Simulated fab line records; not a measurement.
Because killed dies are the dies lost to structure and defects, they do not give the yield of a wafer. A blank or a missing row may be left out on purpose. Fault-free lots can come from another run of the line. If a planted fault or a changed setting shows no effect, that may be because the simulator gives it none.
fab line records	flow n5-finfet	part 1 of 2: steps 1 to 4 of 6
record lots=21	wafers=63	last-day=17
route steps=1938 shown BEOL_M12@1637 BEOL_M13@1700 BEOL_M15@1819 MIM_BOT_ETCH@1866
lots that met no fault: taken from a fault-free run of the same line
start-h: hours from the record's opening day to when the first of the lot's shown wafers began	wait-h: time in hours since the lot's previous step	" same as the row above	L1.1+2: one row covering several wafers at once	- no value, or no start given	* or withheld: withheld	< > ~ a bound
route shown NAME@n: a module of which the file shows steps, and the number in the route of the first	usual: mean/standard deviation of fault-free wafers	same: alike in all rows	chamber/n: place in a boat	sites: readings site by site	_std_site: how widely they spread, as a standard deviation	_edge_site: inner sites' mean taken away from outer sites' mean	radius-mm: how far each site lies from the wafer's centre	mask NAME#n: copy n	behind: the last tool/chamber to shape the wafer	hold: reason for holding the lot/hours on hold/outcome of the hold	device: which transistor (n, p or np) failed to switch	end of line: tests of these same wafers at the route's end	a step without rows: its recipe alone	killed: at the first sort, the dies lost to defects and structure; wafer yield is something else	map: a wafer's dies, marking killed ones x, the rest . and places with no die _
set.NAME: the setting the step ran with; set.NAME@STEP: the setting that earlier step ran with	model.NAME: the simulator's own value behind a step, which no gauge read
one table for each step of the route and one row for each wafer, over a sample of lots
services: when a tool's chamber went out of use (start-h, in hours from the record's first day, below 0 if earlier), for how many hours, and the reason
## steps
# step N5_BEOL_M12_ETCH_68
# recipe chemistry=N2/H2	target=SOC	mask-material=SiARC	source-w=3000	bias-w=350	temp-c=40	time-s=285	ion-energy-ev=200	pressure-mtorr=30	n2-flow-sccm=200	h2-flow-sccm=200
# usual drypump-motor-current-A=5.7/0.55	oes-product-au=0.79/0.068	rf-vpp-V=522.8/1.8	showerhead-plenum-p-Torr=2.51/0.062	throttle-valve-pct=17.89/0.3
lot.wafer	tool	chamber	start-h	wait-h	drypump-motor-current-A	oes-product-au	rf-hours-counter-h	rf-vpp-V	showerhead-plenum-p-Torr	throttle-valve-pct
L075.4	rie-diel-05	3	236.13	0.1	5.0	0.90	-	521.6	2.48	17.63
L075.5	"	2	"	"	6.7	0.71	-	522.2	2.54	18.53
L075.6	"	0	"	"	5.1	0.83	-	523.2	2.46	17.69
L074.2	rie-diel-01	0	236.79	0.1	6.3	0.75	158	524.9	2.57	17.97
L074.3	"	3	"	"	6.0	0.80	117	524.1	2.55	17.88
L074.4	"	1	"	"	5.8	0.67	241	522.2	2.51	18.58
L076.2	rie-diel-05	1	247.42	0.1	5.8	0.84	75	521.0	2.44	17.57
L076.3	"	3	"	"	5.0	0.91	48	523.1	2.48	17.64
L076.6	"	0	"	"	5.1	0.84	-	521.3	2.46	17.70
L078.2	rie-diel-05	2	250.11	0.1	6.7	0.70	210	524.3	2.54	18.55
L078.3	"	3	"	"	5.0	0.89	49	522.2	2.47	17.64
L078.4	"	0	"	"	5.1	0.82	89	522.6	2.46	17.72
L077.3	rie-diel-04	1	253.35	0.1	5.4	0.82	81	525.4	2.59	17.81
L077.5	"	3	"	"	6.0	0.89	-	521.8	2.46	17.42
L077.6	"	0	"	"	5.9	0.76	-	521.1	2.46	17.99
L080.1	rie-diel-04	3	257.46	0.1	6.0	0.89	51	520.8	2.46	17.43
L080.3	"	1	"	"	5.4	0.82	82	523.7	2.59	17.83
L080.4	"	2	"	"	5.4	0.88	39	521.6	2.51	17.68
L079.1	rie-diel-05	3	260.45	0.1	5.0	0.90	54	522.2	2.47	17.64
L079.2	"	0	"	"	5.1	0.82	93	522.8	2.46	17.73
L079.6	"	2	"	"	6.7	0.69	-	522.5	2.53	18.56
L081.1	rie-diel-01	3	261.87	0.1	6.0	0.79	125	524.3	2.55	17.87
L081.3	"	0	"	"	6.3	0.75	167	522.7	2.57	17.98
L081.6	"	0	"	"	6.3	0.76	-	522.5	2.57	17.98
L083.1	rie-diel-05	3	279.64	0.1	5.0	0.89	61	522.0	2.47	17.65
L083.4	"	2	"	"	6.7	0.69	222	521.8	2.53	18.60
L083.5	"	0	"	"	5.1	0.81	-	520.3	2.46	17.74
L082.1	rie-diel-01	2	279.68	0.1	5.3	0.73	172	528.0	2.64	17.99
L082.3	"	3	"	"	6.0	0.77	134	525.0	2.54	17.90
L082.4	"	3	"	"	6.0	0.78	-	523.2	2.54	17.88
L086.2	rie-diel-05	0	289.78	0.1	5.1	0.80	103	521.5	2.45	17.73
L086.3	"	2	"	"	6.7	0.68	225	522.4	2.53	18.58
L086.6	"	3	"	"	5.0	0.87	-	521.8	2.47	17.66
L089.1	rie-diel-01	1	308.98	0.1	5.7	0.96	7	521.8	2.51	18.12
L089.2	"	0	"	"	6.3	0.74	188	523.5	2.56	18.01
L089.3	"	3	"	"	6.0	0.76	145	524.1	2.54	17.90
L088.1	rie-diel-05	3	317.53	0.1	5.0	0.86	77	521.9	2.46	17.69
L088.5	"	3	"	"	5.0	0.86	-	520.7	2.46	17.69
L088.6	"	2	"	"	6.7	0.68	-	523.1	2.53	18.61
L090.1	rie-diel-01	3	326.93	0.1	6.0	0.76	152	524.6	2.53	17.90
L090.3	"	1	"	"	5.8	0.93	13	522.3	2.50	18.13
L090.5	"	3	"	"	6.0	0.76	-	523.2	2.53	17.91
L091.2	rie-diel-05	0	327.21	0.1	5.1	0.79	118	520.9	2.45	17.77
L091.5	"	0	"	"	5.1	0.80	-	522.3	2.45	17.78
L091.6	"	3	"	"	5.0	0.86	-	521.8	2.46	17.68
L093.2	rie-diel-05	1	338.74	0.1	5.8	0.80	104	522.7	2.42	17.61
L093.3	"	0	"	"	5.1	0.79	122	521.5	2.45	17.76
L093.4	"	3	"	"	5.0	0.85	81	521.6	2.46	17.69
L092.1	rie-diel-05	1	341.63	0.1	5.8	0.80	105	522.8	2.42	17.61
L092.2	"	3	"	"	5.0	0.85	82	521.6	2.46	17.68
L092.4	"	0	"	"	5.1	0.80	124	521.6	2.44	17.78
L095.2	rie-diel-01	2	348.01	0.1	5.3	0.71	195	525.2	2.63	18.04
L095.5	"	3	"	"	6.0	0.75	-	523.3	2.53	17.92
L095.6	"	2	"	"	5.3	0.70	-	526.4	2.63	18.02
L094.3	rie-diel-04	1	351.38	0.1	5.4	0.79	116	522.8	2.57	17.88
L094.4	"	2	"	"	5.4	0.84	73	520.0	2.49	17.74
L094.6	"	2	"	"	5.4	0.84	-	522.7	2.49	17.74
L096.4	rie-diel-04	0	358.18	0.1	5.9	0.72	188	520.2	2.45	18.03
L096.5	"	0	"	"	5.9	0.72	-	521.8	2.45	18.03
L096.6	"	3	"	"	6.1	0.84	-	522.1	2.45	17.48
L097.2	rie-diel-05	1	374.37	0.1	5.8	0.79	117	520.6	2.42	17.64
L097.4	"	1	"	"	5.8	0.79	-	522.2	2.42	17.63
L097.6	"	0	"	"	5.1	0.77	-	521.4	2.44	17.78
# step N5_BEOL_M12_TRENCH_ETCH_34
# recipe chemistry=C4F8/O2/Ar	target=SiOC	target-depth-a=3189.5	mask-material=SOC	pressure-mtorr=30	source-w=3000	bias-w=700	Ar_flow_sccm=400	C4F8_flow_sccm=15	O2_flow_sccm=8	he-inner-torr=15	he-outer-torr=30	time-s=125.5	ion-energy-ev=250
# usual drypump-motor-current-A=5.7/0.55	he-outer-torr=30.00/0.056	oes-product-au=0.79/0.067	rf-vpp-V=664.3/2.1	showerhead-plenum-p-Torr=3.39/0.085	throttle-valve-pct=24.38/0.2
lot.wafer	tool	chamber	start-h	wait-h	drypump-motor-current-A	he-outer-torr	oes-product-au	rf-hours-counter-h	rf-vpp-V	showerhead-plenum-p-Torr	throttle-valve-pct
L075.4	rie-diel-05	3	236.28	0.1	5.0	30.01	0.91	-	662.7	3.38	24.31
L075.5	"	2	"	"	6.7	30.17	0.70	-	665.6	3.35	24.59
L075.6	"	0	"	"	5.1	29.96	0.83	-	663.3	3.36	24.34
L074.2	rie-diel-01	0	236.97	0.0	6.3	29.96	0.76	158	665.9	3.46	24.42
L074.3	"	3	"	"	6.0	30.00	0.79	117	667.0	3.48	24.59
L074.4	"	1	"	"	5.8	30.04	0.67	241	663.4	3.36	24.84
L076.2	rie-diel-05	1	247.60	0.0	5.8	30.05	0.84	75	661.8	3.32	24.20
L076.3	"	3	"	"	5.0	29.97	0.90	48	664.4	3.38	24.32
L076.6	"	0	"	"	5.1	30.01	0.83	-	663.5	3.36	24.34
L078.2	rie-diel-05	2	250.29	0.0	6.7	29.95	0.70	210	665.6	3.35	24.58
L078.3	"	3	"	"	5.0	29.92	0.90	50	663.3	3.38	24.31
L078.4	"	0	"	"	5.1	29.96	0.83	89	662.9	3.36	24.34
L077.3	rie-diel-04	1	253.54	0.0	5.4	30.06	0.82	81	667.1	3.49	24.42
L077.5	"	3	"	"	6.1	29.98	0.89	-	663.9	3.34	24.00
L077.6	"	0	"	"	5.9	30.01	0.75	-	661.9	3.26	24.04
L080.1	rie-diel-04	3	257.64	0.0	6.0	29.97	0.88	51	662.2	3.33	23.98
L080.3	"	1	"	"	5.4	30.02	0.82	83	667.3	3.49	24.43
L080.4	"	2	"	"	5.3	29.96	0.88	39	662.2	3.35	24.01
L079.1	rie-diel-05	3	260.63	0.0	5.0	29.98	0.89	54	663.6	3.37	24.32
L079.2	"	0	"	"	5.1	30.03	0.82	93	660.8	3.36	24.34
L079.6	"	2	"	"	6.7	30.03	0.69	-	664.1	3.35	24.60
L081.1	rie-diel-01	3	262.06	0.0	6.0	29.98	0.79	125	664.6	3.47	24.58
L081.3	"	0	"	"	6.3	30.09	0.75	168	665.3	3.45	24.44
L081.6	"	0	"	"	6.3	29.97	0.76	-	664.5	3.45	24.42
L083.1	rie-diel-05	3	279.82	0.0	5.0	30.07	0.89	61	662.7	3.37	24.32
L083.4	"	2	"	"	6.7	29.96	0.69	222	664.6	3.34	24.60
L083.5	"	0	"	"	5.1	29.98	0.82	-	663.4	3.35	24.36
L082.1	rie-diel-01	2	279.86	0.0	5.3	29.96	0.73	172	669.8	3.58	24.55
L082.3	"	3	"	"	6.0	29.97	0.77	134	664.6	3.47	24.62
L082.4	"	3	"	"	6.0	29.98	0.77	-	665.4	3.47	24.60
L086.2	rie-diel-05	0	289.96	0.0	5.1	29.93	0.80	103	663.3	3.35	24.38
L086.3	"	2	"	"	6.7	29.93	0.69	225	664.0	3.34	24.63
L086.6	"	3	"	"	5.0	29.92	0.88	-	664.1	3.37	24.31
L089.1	rie-diel-01	1	309.16	0.0	5.8	29.99	0.96	7	664.2	3.35	24.49
L089.2	"	0	"	"	6.3	29.92	0.73	188	665.0	3.44	24.46
L089.3	"	3	"	"	6.0	29.83	0.77	145	665.3	3.46	24.62
L088.1	rie-diel-05	3	317.71	0.0	5.0	30.01	0.87	77	662.7	3.36	24.32
L088.5	"	3	"	"	5.0	30.03	0.86	-	664.7	3.36	24.34
L088.6	"	2	"	"	6.7	30.02	0.68	-	666.0	3.34	24.63
L090.1	rie-diel-01	3	327.11	0.0	6.0	30.09	0.76	152	664.5	3.46	24.64
L090.3	"	1	"	"	5.8	30.05	0.93	13	664.0	3.35	24.50
L090.5	"	3	"	"	6.0	30.00	0.76	-	666.0	3.46	24.63
L091.2	rie-diel-05	0	327.40	0.0	5.1	30.09	0.79	118	661.3	3.34	24.39
L091.5	"	0	"	"	5.1	30.04	0.80	-	661.6	3.34	24.37
L091.6	"	3	"	"	5.0	29.92	0.85	-	663.2	3.36	24.35
L093.2	rie-diel-05	1	338.92	0.0	5.8	30.01	0.80	104	662.5	3.31	24.24
L093.3	"	0	"	"	5.1	30.01	0.79	123	661.7	3.34	24.38
L093.4	"	3	"	"	5.0	29.89	0.86	81	663.0	3.36	24.35
L092.1	rie-diel-05	1	341.81	0.0	5.8	29.93	0.79	105	661.8	3.30	24.26
L092.2	"	3	"	"	5.0	30.10	0.85	83	663.1	3.36	24.34
L092.4	"	0	"	"	5.0	29.98	0.79	124	662.5	3.34	24.39
L095.2	rie-diel-01	2	348.19	0.0	5.3	29.99	0.70	195	668.8	3.57	24.57
L095.5	"	3	"	"	6.0	30.02	0.75	-	666.2	3.45	24.65
L095.6	"	2	"	"	5.3	30.01	0.70	-	668.2	3.57	24.57
L094.3	rie-diel-04	1	351.56	0.0	5.5	30.04	0.79	116	665.7	3.47	24.46
L094.4	"	2	"	"	5.4	29.92	0.83	73	663.6	3.33	24.05
L094.6	"	2	"	"	5.3	29.97	0.84	-	663.1	3.33	24.05
L096.4	rie-diel-04	0	358.36	0.0	5.9	29.89	0.72	188	662.2	3.24	24.08
L096.5	"	0	"	"	6.0	29.97	0.72	-	662.0	3.24	24.07
L096.6	"	3	"	"	6.0	30.10	0.84	-	663.2	3.32	24.02
L097.2	rie-diel-05	1	374.55	0.0	5.8	30.03	0.79	117	664.4	3.30	24.25
L097.4	"	1	"	"	5.8	30.10	0.79	-	662.0	3.30	24.26
L097.6	"	0	"	"	5.1	30.01	0.78	-	663.1	3.33	24.40
# step N5_BEOL_M12_INSPECT_55
# recipe inspect-instrument=darkfield	mode=post-dep
# usual raw-defect-count=64/21
lot.wafer	tool	chamber	start-h	wait-h	raw-defect-count
L075.4	defect-inspect-02	-	239.00	0.0	57
L075.5	"	-	"	"	75
L075.6	"	-	"	"	51
L074.2	defect-inspect-02	-	243.07	0.0	88
L074.3	"	-	"	"	58
L074.4	"	-	"	"	74
L076.2	defect-inspect-01	-	249.38	0.0	53
L076.3	"	-	"	"	87
L076.6	"	-	"	"	67
L078.2	defect-inspect-01	-	252.23	0.0	119
L078.3	"	-	"	"	72
L078.4	"	-	"	"	132
L077.3	defect-inspect-01	-	255.26	0.0	72
L077.5	"	-	"	"	43
L077.6	"	-	"	"	51
L080.1	defect-inspect-01	-	261.33	0.0	48
L080.3	"	-	"	"	35
L080.4	"	-	"	"	66
L079.1	defect-inspect-02	-	263.94	0.0	91
L079.2	"	-	"	"	79
L079.6	"	-	"	"	101
L081.1	defect-inspect-02	-	264.38	0.0	57
L081.3	"	-	"	"	70
L081.6	"	-	"	"	54
L083.1	defect-inspect-01	-	282.56	0.0	43
L083.4	"	-	"	"	73
L083.5	"	-	"	"	83
L082.1	defect-inspect-01	-	283.92	0.0	62
L082.3	"	-	"	"	83
L082.4	"	-	"	"	60
L086.2	defect-inspect-02	-	293.64	0.0	59
L086.3	"	-	"	"	28
L086.6	"	-	"	"	68
L089.1	defect-inspect-02	-	311.62	0.0	59
L089.2	"	-	"	"	59
L089.3	"	-	"	"	70
L088.1	defect-inspect-02	-	324.83	0.0	40
L088.5	"	-	"	"	91
L088.6	"	-	"	"	57
L090.1	defect-inspect-01	-	332.39	0.0	84
L090.3	"	-	"	"	84
L090.5	"	-	"	"	74
L091.2	defect-inspect-01	-	332.96	0.0	71
L091.5	"	-	"	"	53
L091.6	"	-	"	"	63
L093.2	defect-inspect-01	-	342.75	0.0	80
L093.3	"	-	"	"	115
L093.4	"	-	"	"	105
L092.1	defect-inspect-01	-	345.56	0.0	67
L092.2	"	-	"	"	40
L092.4	"	-	"	"	68
L095.2	defect-inspect-01	-	350.67	0.0	56
L095.5	"	-	"	"	98
L095.6	"	-	"	"	46
L094.3	defect-inspect-01	-	353.35	0.0	67
L094.4	"	-	"	"	55
L094.6	"	-	"	"	78
L096.4	defect-inspect-01	-	362.44	0.0	69
L096.5	"	-	"	"	43
L096.6	"	-	"	"	66
L097.2	defect-inspect-01	-	379.82	0.0	49
L097.4	"	-	"	"	33
L097.6	"	-	"	"	50
# step N5_BEOL_M13_ETCH_38
# recipe chemistry=CF4/N2	target=SiCN	target-depth-a=675	taper-deg=2	time-s=71.9	ion-energy-ev=150	mask-material=SiO2	pressure-mtorr=40	source-w=430	bias-w=70	Ar_flow_sccm=100	cf4-flow-sccm=60	n2-flow-sccm=60
# usual cf4-flow-sccm=60.00/0.16	drypump-motor-current-A=5.5/0.58	oes-product-au=0.81/0.087	rf-vpp-V=382.5/2.4	showerhead-plenum-p-Torr=2.22/0.097	throttle-valve-pct=15.45/0.19
lot.wafer	tool	chamber	start-h	wait-h	cf4-flow-sccm	drypump-motor-current-A	oes-product-au	rf-hours-counter-h	rf-vpp-V	showerhead-plenum-p-Torr	throttle-valve-pct
L075.4	rie-diel-03	1	242.73	-	59.84	5.0	0.83	-	385.5	2.33	15.17
L075.5	"	3	"	"	59.97	6.4	0.67	-	379.2	2.08	15.60
L075.6	"	2	"	"	60.29	5.3	0.81	-	381.3	2.14	15.48
L074.2	rie-diel-03	1	245.68	-	59.91	5.0	0.83	54	385.4	2.33	15.19
L074.3	"	3	"	"	60.21	6.5	0.67	259	380.0	2.08	15.61
L074.4	"	1	"	"	59.86	5.0	0.83	-	385.5	2.33	15.18
L076.2	rie-diel-03	3	253.49	-	60.30	6.5	0.67	262	380.0	2.08	15.63
L076.3	"	2	"	"	60.00	5.3	0.81	73	382.1	2.14	15.50
L076.6	"	1	"	"	60.16	5.0	0.83	-	384.6	2.33	15.18
L078.2	rie-diel-02	0	256.17	-	59.73	5.8	0.72	164	378.0	2.05	15.81
L078.3	"	2	"	"	59.90	5.6	0.80	100	379.6	2.12	15.38
L078.4	"	2	"	"	59.96	5.6	0.81	-	380.5	2.12	15.38
L077.3	rie-diel-06	0	259.58	-	59.61	6.2	0.70	244	378.2	2.09	16.01
L077.5	"	2	"	"	60.11	4.8	0.67	-	381.1	2.18	15.85
L077.6	"	1	"	"	59.97	5.4	0.79	-	384.3	2.31	15.37
L080.1	rie-diel-06	0	264.10	-	59.95	6.2	0.69	246	379.3	2.09	16.00
L080.3	"	1	"	"	59.97	5.4	0.79	124	385.3	2.31	15.36
L080.4	"	3	"	"	59.95	4.8	0.81	-	381.6	2.19	15.45
L079.1	rie-diel-03	1	269.13	-	59.96	5.0	0.83	64	386.7	2.33	15.20
L079.2	"	0	"	"	60.15	6.0	0.68	215	384.7	2.28	15.51
L079.6	"	0	"	"	60.14	6.0	0.68	-	384.3	2.28	15.50
L081.1	rie-diel-03	2	272.07	-	60.17	5.3	0.80	82	381.7	2.13	15.51
L081.3	"	1	"	"	60.14	5.0	0.82	66	383.4	2.33	15.21
L081.6	"	1	"	"	60.32	5.0	0.83	-	386.1	2.33	15.23
L083.1	rie-diel-02	2	285.56	-	60.22	5.6	0.81	110	380.4	2.12	15.39
L083.4	"	0	"	"	59.78	5.7	0.71	-	377.7	2.04	15.84
L083.5	"	2	"	"	60.07	5.6	0.81	-	380.8	2.12	15.39
L082.1	rie-diel-06	3	287.33	-	60.16	4.7	0.78	127	381.1	2.19	15.47
L082.3	"	1	"	"	59.99	5.4	0.77	135	384.7	2.31	15.40
L082.4	"	1	"	"	60.05	5.3	0.78	-	385.3	2.31	15.41
L086.2	rie-diel-03	1	298.22	-	59.96	5.0	0.81	75	384.5	2.32	15.24
L086.3	"	2	"	"	59.88	5.3	0.78	91	380.5	2.13	15.53
L086.6	"	0	"	"	60.09	5.9	0.68	-	384.0	2.28	15.51
L089.1	rie-diel-06	3	314.05	-	59.88	4.7	0.79	129	383.8	2.19	15.47
L089.2	"	0	"	"	60.31	6.2	0.99	3	385.8	2.36	15.52
L089.3	"	2	"	"	59.94	4.8	0.91	11	381.2	2.18	15.34
L088.1	rie-diel-06	2	329.86	-	59.79	4.7	0.91	17	381.8	2.18	15.34
L088.5	"	0	"	"	59.96	6.2	0.96	-	383.4	2.35	15.55
L088.6	"	3	"	"	60.06	4.8	0.79	-	381.8	2.19	15.48
L090.1	rie-diel-02	1	335.15	-	59.82	5.4	0.87	24	380.2	2.16	15.43
L090.3	"	3	"	"	60.00	6.0	0.86	41	384.4	2.27	15.24
L090.5	"	3	"	"	60.30	6.0	0.86	-	383.7	2.27	15.23
L091.2	rie-diel-06	3	336.05	-	59.97	4.7	0.79	137	383.0	2.19	15.50
L091.5	"	0	"	"	59.99	6.2	0.94	-	384.6	2.35	15.55
L091.6	"	1	"	"	60.11	5.4	0.77	-	385.4	2.30	15.42
L093.2	rie-diel-02	1	345.40	-	60.19	5.4	0.86	27	381.2	2.16	15.45
L093.3	"	3	"	"	59.93	6.0	0.84	45	384.2	2.26	15.26
L093.4	"	3	"	"	59.94	6.0	0.84	-	382.8	2.26	15.24
L092.1	rie-diel-03	3	348.35	-	59.87	6.5	0.92	24	384.6	2.34	15.12
L092.2	"	0	"	"	60.08	6.0	0.67	240	384.7	2.27	15.55
L092.4	"	2	"	"	60.19	5.3	0.78	104	379.5	2.12	15.55
L095.2	rie-diel-06	2	355.82	-	59.95	4.8	0.88	26	381.3	2.17	15.37
L095.5	"	2	"	"	60.01	4.8	0.89	-	382.8	2.17	15.36
L095.6	"	3	"	"	60.10	4.8	0.79	-	383.6	2.18	15.50
L094.3	rie-diel-06	3	356.15	-	60.04	4.7	0.78	144	381.2	2.18	15.51
L094.4	"	2	"	"	59.73	4.7	0.89	26	380.4	2.17	15.37
L094.6	"	3	"	"	60.00	4.7	0.77	-	383.9	2.19	15.53
L096.4	rie-diel-06	3	365.68	-	59.99	4.7	0.78	147	381.3	2.18	15.52
L096.5	"	0	"	"	60.17	6.2	0.93	-	384.9	2.35	15.56
L096.6	"	3	"	"	59.96	4.7	0.79	-	382.0	2.18	15.53
L097.2	rie-diel-03	2	382.21	-	59.85	5.2	0.76	117	380.8	2.12	15.60
L097.4	"	3	"	"	59.92	6.4	0.88	37	386.1	2.33	15.15
L097.6	"	3	"	"	59.96	6.5	0.89	-	383.8	2.33	15.17
